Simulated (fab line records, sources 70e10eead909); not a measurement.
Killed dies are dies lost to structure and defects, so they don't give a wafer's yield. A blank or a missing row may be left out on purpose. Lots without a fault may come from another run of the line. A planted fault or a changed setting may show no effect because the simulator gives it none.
Chamber matching | flow nand_harc | NHARC_P_BONDPAD_ACTIVATE_29 on rie_diel-02: 4 sister chambers
The step chemistry N2, time 60 s. 4 wafers are shown with their chamber, then 10 later ones without.

WAFERS WITH THEIR CHAMBER
wafer  | chamber | oes_product_au (a.u.)
L087.3 | 2       | 0.999
L088.5 | 1       | 1.019
L089.3 | 3       | 1.004
L089.4 | 0       | 1.002

WAFERS WITHOUT THEIR CHAMBER
wafer  | oes_product_au (a.u.)
L089.5 | 1.003
L093.1 | 0.998
L093.2 | 0.985
L093.4 | 1.024
L095.3 | 1.005
L095.5 | 1.019
L095.6 | 1.000
L097.3 | 1.009
L097.5 | 1.011
L097.6 | 1.006

WHICH CHAMBER EACH WENT THROUGH
wafer  | from the rows above               | in truth
L089.5 | can't be placed: 0 or 3 or 2      | 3
L093.1 | can't be placed: 2 or 0 or 3      | 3
L093.2 | can't be placed: 2 or 0 or 3      | 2
L093.4 | 1                                 | 1
L095.3 | can't be placed: 3 or 0 or 2      | 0
L095.5 | 1                                 | 1
L095.6 | can't be placed: 2 or 0 or 3      | 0
L097.3 | can't be placed: 3 or 0 or 2 or 1 | 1
L097.5 | can't be placed: 3 or 1 or 0 or 2 | 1
L097.6 | can't be placed: 3 or 0 or 2 or 1 | 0
Placed correctly: 2 of 10. Can't be placed from these rows: 8 (the true chamber is among the candidates in 8). Placed wrongly: 0.
How it was worked out, from the rows above alone: a wafer's distance from a chamber is the root of the sum, over the readings, of the square of ((its reading less the chamber's mean) divided by the reading's scatter). The wafer belongs to the nearest chamber; if the next one is less than 2 further off, it can't be placed. A chamber's mean is the mean of its shown wafers. The scatter: with one shown wafer a chamber, the root of the mean of the squares of how far each hidden wafer lies from its nearest shown one.
